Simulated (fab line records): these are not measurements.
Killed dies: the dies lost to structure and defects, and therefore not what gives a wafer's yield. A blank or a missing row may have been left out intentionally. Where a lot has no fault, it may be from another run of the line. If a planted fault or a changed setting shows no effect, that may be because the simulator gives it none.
Comparing a struck lot with a sound one + flow n5_finfet + 21 out of 1938 route steps
Sound: these wafers, L958.4, L958.5, L958.6. The struck wafers were L966.1, L966.2, L966.3. The cause is given at the end.
Each step with rows lists, per side, the tool, then ch with its chambers, then its first start. Under that, the readings that differ: sound wafers + struck wafers + difference of the means + sigmas: that difference in standard deviations of wafers without a fault.
alike: words and numbers the same on both sides, and readings whose means are apart by under 2 such deviations; not compared: readings that were withheld, readings missing a value for some wafer, numbers with overlapping values and no deviation given by the record, and bounds like >300 which may hide the same value.
Wherever a step has rows on one side only, a row that says differs or no value, or a row with sigmas, the two part there. Non-overlapping numbers with no deviation appear without sigmas and do not part them. A reading that every wafer of one side lacks parts them only if that side has two wafers or more.

first, 10 steps without rows for these wafers: N5_SD_EPI_N_SRD_20 (time 30 s); N5_SD_EPI_N_PRECLEAN_48 (cleans in NF3:NH3, afs cycles 2, time 20 s, sublimation time 60 s); N5_SD_EPI_N_VAPOR_ETCH_50 (etches Si in HCl, time 54 s); N5_SD_EPI_N_EPI_21 (deposits Si:P, time 690 s); N5_SD_EPI_N_PRECLEAN_24 (cleans in O3/DIW, time 60 s); N5_SD_EPI_N_SRD_25 (time 30 s); N5_SD_EPI_N_PRECLEAN_49 (cleans in NF3:NH3, afs cycles 1, time 20 s, sublimation time 60 s); N5_SD_EPI_N_LINER_46 (material SiNx, target thk 3 nm); N5_SD_EPI_P_COAT_34 (time 60 s, resist thk 350 nm); N5_SD_EPI_P_COAT_35 (time 60 s, resist thk 35 nm).
N5_SD_EPI_P_COAT_03: resist thk 150 nm.
  sound on litho_track-05 ch 0, day 6 04:44; struck on litho_track-05 ch 0, day 8 12:17
| reading                                             | sound                | struck               | difference | sigmas      |
|-----------------------------------------------------|----------------------|----------------------|------------|-------------|
| spin_speed_rpm (rpm)                                | 1499.8 1499.4 1500.1 | 1208.5 1208.8 1209.0 | -291.0     | -99 or more |
| model.CAR-ArF-block_of_SD_EPI_P_COAT_03.thk_nm (nm) | 149.8 149.4 149.4    | 167 167.4 167.2      | +18        |             |
then, 6 steps without rows for these wafers: N5_SD_EPI_P_EBR_05; N5_SD_EPI_P_SOFTBAKE_04 (time 60 s); N5_SD_EPI_P_EXPOSE_06 (exposes mask SD P BLK, target cd 240 nm); N5_SD_EPI_P_PEB_07 (peb time 60 s); N5_SD_EPI_P_DEVELOP_08 (develop time 30 s); N5_SD_EPI_P_DESCUM_14 (chemistry O2, time 7.9 s).
N5_SD_EPI_P_ETCH_36: etches SiARC in CF4, target depth 45.5 nm, time 75.8 s.
  sound on rie_diel-05 ch 0,1, day 6 05:13; struck on rie_diel-04 ch 0,1,2, day 8 12:49
| reading                                             | sound             | struck            | difference | sigmas |
|-----------------------------------------------------|-------------------|-------------------|------------|--------|
| model.CAR-ArF-block_of_SD_EPI_P_COAT_03.thk_nm (nm) | 110.6 110.4 110.2 | 127.8 128.2 128.2 | +17.7      |        |
  alike: drypump_motor_current_A, etch_rf_on_time_s, oes_product_au, rf_vpp_V, showerhead_plenum_p_Torr, throttle_valve_pct
  not compared: rf_hours_counter_h
then, 1 step without rows for these wafers: N5_SD_EPI_P_ETCH_37 (etches SOC in N2/H2, overetch 108 nm, time 486 s).
-- a jump in the record: the struck wafers' starts before and after are 5 days apart (it breaks off in module SD_EPI_P and resumes in module BEOL_M4, where the first step shown is number 1111 of the route) --
N5_BEOL_M4_RC_MEAS_101:
  sound on prober-01 ch 0, day 10 21:52; struck on prober-01 ch 0, day 13 16:40
  alike: DIBL_N, DIBL_P, IOFF_N, IOFF_P, ION_N, ION_P, SS_N, SS_P, VT_N, VT_P
-- a jump in the record: the struck wafers' starts before and after are 4 days apart (it breaks off in module BEOL_M4 and resumes in module PASSIVATION, where the first step shown is number 1936 of the route) --
N5_PASSIVATION_PROBE_49:
  sound on prober-01, day 15 04:52; struck on prober-02, day 17 23:10
  alike: defect_limited_yield, killed_at_M0_to_M3, killed_at_M4_up, killed_at_contacts, killed_at_front_end, killed_at_other, killed_dies, killed_open, killed_short, sort_bin_5_function, sort_bin_6_memory, sort_bin_8_speed, sort_n_pass, sort_yield_pct

WHERE THEY PART
Only at N5_SD_EPI_P_COAT_03, as far as this record shows. Later steps at which nothing parts them and some readings are alike: N5_SD_EPI_P_ETCH_36, N5_BEOL_M4_RC_MEAS_101, N5_PASSIVATION_PROBE_49.

WHY: the cause the simulator had injected
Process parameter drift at N5_SD_EPI_P_COAT_03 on litho_track-05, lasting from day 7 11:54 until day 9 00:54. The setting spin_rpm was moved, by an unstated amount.
